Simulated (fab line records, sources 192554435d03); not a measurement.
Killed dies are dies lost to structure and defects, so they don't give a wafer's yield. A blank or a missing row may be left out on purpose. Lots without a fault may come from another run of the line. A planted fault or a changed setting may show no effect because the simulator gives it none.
Chamber matching | flow n5_finfet | N5_BEOL_M15_CMP_49 on cmp-03: 4 sister chambers
The step polishes, stops on SiO2, t overpolish 4.9 s, target thk 850 nm. 20 wafers are shown with their chamber, then 10 later ones without.

WAFERS WITH THEIR CHAMBER
wafer  | chamber | motor_current_A (A) | barrier_field_endpoint_s (s) | overpolish_run_s (s)
L077.2 | 0       | 9.2                 | 11.30                        | 4.901
L077.3 | 2       | 7.0                 | 11.85                        | 4.902
L077.5 | 2       | 7.1                 | 11.73                        | 4.906
L079.3 | 3       | 10.2                | 11.74                        | 4.893
L079.4 | 2       | 7.1                 | 11.47                        | 4.899
L079.5 | 2       | 6.9                 | 11.47                        | 4.902
L081.2 | 0       | 9.5                 | 11.80                        | 4.889
L081.3 | 1       | 8.3                 | 11.86                        | 4.880
L081.4 | 2       | 7.0                 | 11.67                        | 4.892
L083.1 | 0       | 9.5                 | 11.39                        | 4.887
L083.5 | 1       | 7.8                 | 11.19                        | 4.912
L083.6 | 2       | 7.2                 | 11.61                        | 4.900
L082.1 | 3       | 10.1                | 11.88                        | 4.892
L082.4 | 0       | 9.5                 | 11.38                        | 4.893
L082.5 | 2       | 7.1                 | 11.92                        | 4.902
L084.1 | 0       | 9.1                 | 11.46                        | 4.895
L084.2 | 2       | 7.0                 | 11.57                        | 4.900
L084.4 | 3       | 9.6                 | 11.45                        | 4.910
L085.3 | 1       | 8.2                 | 11.26                        | 4.882
L085.4 | 2       | 6.8                 | 11.43                        | 4.893

SIGNATURES (means of the wafers above)
reading                  | chamber 0 | chamber 1 | chamber 2 | chamber 3 | scatter within a chamber
motor_current_A          | 9.360     | 8.100     | 7.022     | 9.967     | 0.196
barrier_field_endpoint_s | 11.4660   | 11.4367   | 11.6356   | 11.6900   | 0.218
overpolish_run_s         | 4.89300   | 4.89133   | 4.89956   | 4.89833   | 0.00839
Rule: a wafer's distance from a chamber is the root of the sum, over the readings, of the square of ((its reading less the chamber's mean) divided by the reading's scatter). The wafer belongs to the nearest chamber; if the next one is less than 2 further off, it can't be placed. The scatter: the root of (the sum of the squares of (reading less its chamber's mean) over the shown wafers, divided by (wafers less chambers)).

WAFERS WITHOUT THEIR CHAMBER
wafer  | motor_current_A (A) | barrier_field_endpoint_s (s) | overpolish_run_s (s)
L085.5 | 9.1                 | 11.47                        | 4.893
L090.1 | 10.0                | 11.45                        | 4.913
L090.4 | 6.8                 | 11.32                        | 4.883
L090.5 | 9.8                 | 11.51                        | 4.898
L097.1 | 9.7                 | 11.32                        | 4.905
L097.2 | 8.0                 | 11.07                        | 4.888
L097.5 | 7.3                 | 11.17                        | 4.904
L095.1 | 8.2                 | 11.18                        | 4.896
L095.4 | 7.3                 | 11.23                        | 4.898
L095.6 | 6.7                 | 11.31                        | 4.914

WHICH CHAMBER EACH WENT THROUGH
wafer  | from the rows above     | in truth
L085.5 | 0                       | 0
L090.1 | can't be placed: 3 or 0 | 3
L090.4 | 2                       | 2
L090.5 | can't be placed: 3 or 0 | 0
L097.1 | can't be placed: 3 or 0 | 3
L097.2 | 1                       | 1
L097.5 | can't be placed: 2 or 1 | 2
L095.1 | 1                       | 1
L095.4 | can't be placed: 2 or 1 | 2
L095.6 | 2                       | 2
Placed correctly: 5 of 10. Can't be placed from these rows: 5 (the true chamber is among the candidates in 5). Placed wrongly: 0.
